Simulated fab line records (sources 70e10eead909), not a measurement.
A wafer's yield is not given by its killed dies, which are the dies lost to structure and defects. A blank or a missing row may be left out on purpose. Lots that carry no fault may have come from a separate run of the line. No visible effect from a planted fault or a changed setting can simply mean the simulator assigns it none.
Struck lot and sound lot, side by side    flow nandHarc    15 out of 1302 route steps
Sound: these wafers, L426.2, L426.4, L426.6. Struck: wafers L436.2, L436.5, L436.6. The cause is given at the end.
Order at every step that has rows: each side's tool, ch and its chambers, its first start. Under that, the readings that differ: sound wafers    struck wafers    difference of the means    sigmas: that difference in standard deviations of wafers without a fault.
alike: readings whose means differ by less than 2 such deviations, and words and numbers that are the same on both sides. not compared: withheld readings, readings that some wafer has no value for, bounds like >300 that may hide the same value, and numbers for which the record gives no deviation and whose values overlap.
The two part at a step that has a row with sigmas, a row that says differs or no value, or rows on one side only. Numbers that don't overlap but have no deviation are shown without sigmas and don't part them. A reading that every wafer of one side lacks parts them only if that side has two wafers or more.

first, 3 steps without rows for these wafers: NHARC_A_BONDPAD_EXPOSE_06 (exposes mask A BPAD); NHARC_A_BONDPAD_PEB_07 (peb time 80 s); NHARC_A_BONDPAD_DEVELOP_08 (time 50 s).
NHARC_A_BONDPAD_CD_MEAS_09: the cd target is 500 nm.
  sound on cdSem-01 ch 0, day 24 16:10; struck on cdSem-02 ch 0, day 28 19:52
reading    sound              struck             difference  sigmas
cdNm (nm)  498.2 499.9 499.8  500.6 504.0 502.3  +3.0        +2
NHARC_A_BONDPAD_OVL_MEAS_35:
  sound on overlay-02 at day 24 16:16; struck on overlay-01 at day 28 19:57
  alike: overlayXNm, overlayYNm
then, 1 step without rows for these wafers: NHARC_A_BONDPAD_HARDBAKE_10 (time 65 s).
NHARC_A_BONDPAD_DESCUM_11: chemistry O2, time 3 s.
  sound on rieDiel-12 ch 1,2,3, day 24 16:23; struck on rieDiel-12 ch 0,1,3, day 28 20:05
  alike: drypumpMotorCurrentA, oesProductAu, rfVppV, showerheadPlenumPTorr, throttleValvePct
  not compared: rfHoursCounterH
NHARC_A_BONDPAD_ETCH_34: etches the open film in N2/H2, target depth 60 nm, overetch 18 nm, time 65.91 s.
  sound on rieDiel-12 ch 0,3, day 24 16:28; struck on rieDiel-12 ch 0,1, day 28 20:10
  alike: drypumpMotorCurrentA, oesProductAu, rfVppV, showerheadPlenumPTorr, throttleValvePct
  not compared: rfHoursCounterH
NHARC_A_BONDPAD_ETCH_12: etches the open film in CHF3/O2, target depth 220 nm, time 110 s.
  sound on rieDiel-12 ch 1,2,3; struck on rieDiel-12 ch 2,3
  alike: drypumpMotorCurrentA, oesProductAu, rfVppV, showerheadPlenumPTorr, throttleValvePct
  not compared: rfHoursCounterH
NHARC_A_BONDPAD_CD_MEAS_13:
  sound on cdSem-02 at day 24 16:42; struck on cdSem-02 at day 28 20:24
  alike: cdNm
NHARC_A_BONDPAD_STRIP_15: strips in O2.
  sound on rieDiel-11 ch 0,1,3, day 24 16:46; struck on rieDiel-12 ch 0,1, day 28 20:28
reading              sound              struck             difference  sigmas
oesProductAu (a.u.)  1.016 1.013 1.005  0.986 0.989 1.005  -0.018      -2
  alike: chamberPressureMTorr, drypumpMotorCurrentA, rfVppV, showerheadPlenumPTorr, throttleValvePct
  not compared: rfHoursCounterH
then, 1 step without rows for these wafers: NHARC_A_BONDPAD_ETCH_24 (etches the open film in CF4/N2, target depth 30 nm, time 72.99 s).
NHARC_A_BONDPAD_STRIP_16: strips in post etch residue remover, time 600 s.
  sound on wetBench-08 ch 2,3,7, day 24 17:04; struck on wetBench-08 ch 0,1,4, day 28 20:45
  no value came back on the struck wafers for bathHeatDutyPct (%), runLengthS (s); on the sound wafers bathHeatDutyPct (%) reads 10.0 14.6 16.9
NHARC_A_BONDPAD_DEGAS_25: time 60 s.
  sound on pvdSputter-03 at day 24 17:20; struck on pvdSputter-01 at day 28 21:02
  alike: heaterPowerW
NHARC_END_SORT_01:
  sound on prober-02 ch 0, day 26 02:41; struck on prober-02 ch 0, day 30 02:49
  alike: defectLimitedYield, killedAtArray, killedAtOther, killedAtPeriphery, killedDies, killedOpen, killedShort

== WHERE THEY PART ==
First at NHARC_A_BONDPAD_CD_MEAS_09; last, within this record, at NHARC_A_BONDPAD_STRIP_16. Later steps at which nothing parts them and some readings are alike: NHARC_A_BONDPAD_DEGAS_25, NHARC_END_SORT_01.

WHY: the cause the simulator had injected
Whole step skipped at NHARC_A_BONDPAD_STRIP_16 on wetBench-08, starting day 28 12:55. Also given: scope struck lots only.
